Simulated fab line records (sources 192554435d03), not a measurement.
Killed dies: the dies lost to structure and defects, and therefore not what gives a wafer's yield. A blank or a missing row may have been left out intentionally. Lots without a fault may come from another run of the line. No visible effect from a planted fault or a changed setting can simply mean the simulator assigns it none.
Chamber matching / flow n5 finfet / N5_BEOL_M6_ILD_DEP_00 on pecvd-04 has 3 sister chambers
The step deposits SiCOH lowk from DEMS/porogen, target thk 179.75 nm, time 33.4 s. 3 wafers are shown with their chamber, then 9 later ones without.

## WAFERS, EACH WITH ITS CHAMBER
wafer=L088.2; chamber=2; throttle valve pct (%)=13.1
wafer=L088.3; chamber=0; throttle valve pct (%)=14.4
wafer=L088.5; chamber=1; throttle valve pct (%)=13.6

## WAFERS MISSING THEIR CHAMBER
wafer=L089.2; throttle valve pct (%)=14.5
wafer=L089.3; throttle valve pct (%)=13.2
wafer=L089.6; throttle valve pct (%)=14.5
wafer=L094.2; throttle valve pct (%)=14.5
wafer=L094.3; throttle valve pct (%)=13.3
wafer=L094.4; throttle valve pct (%)=14.3
wafer=L097.1; throttle valve pct (%)=13.4
wafer=L097.4; throttle valve pct (%)=13.3
wafer=L097.5; throttle valve pct (%)=14.6

## WHICH CHAMBER EACH WENT THROUGH
wafer=L089.2; from the rows above=0; in truth=0
wafer=L089.3; from the rows above=can't be placed: 2 or 1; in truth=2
wafer=L089.6; from the rows above=0; in truth=0
wafer=L094.2; from the rows above=0; in truth=0
wafer=L094.3; from the rows above=can't be placed: 2 or 1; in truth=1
wafer=L094.4; from the rows above=0; in truth=0
wafer=L097.1; from the rows above=can't be placed: 1 or 2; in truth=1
wafer=L097.4; from the rows above=can't be placed: 2 or 1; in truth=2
wafer=L097.5; from the rows above=0; in truth=0
Correctly placed: 5 of 9. These rows do not allow placing 4 (true chamber among the candidates in 4). Wrongly placed: 0.
How it was worked out, from the rows above alone: a wafer's distance from a chamber is the root of the sum, over the readings, of the square of ((its reading less the chamber's mean) divided by the reading's scatter). If the next closest chamber is less than 2 further off than the closest, the wafer can't be placed; otherwise it belongs to the closest. Each chamber's mean is taken over the wafers shown for it. The scatter: with one shown wafer a chamber, the root of the mean of the squares of how far each hidden wafer lies from its nearest shown one.
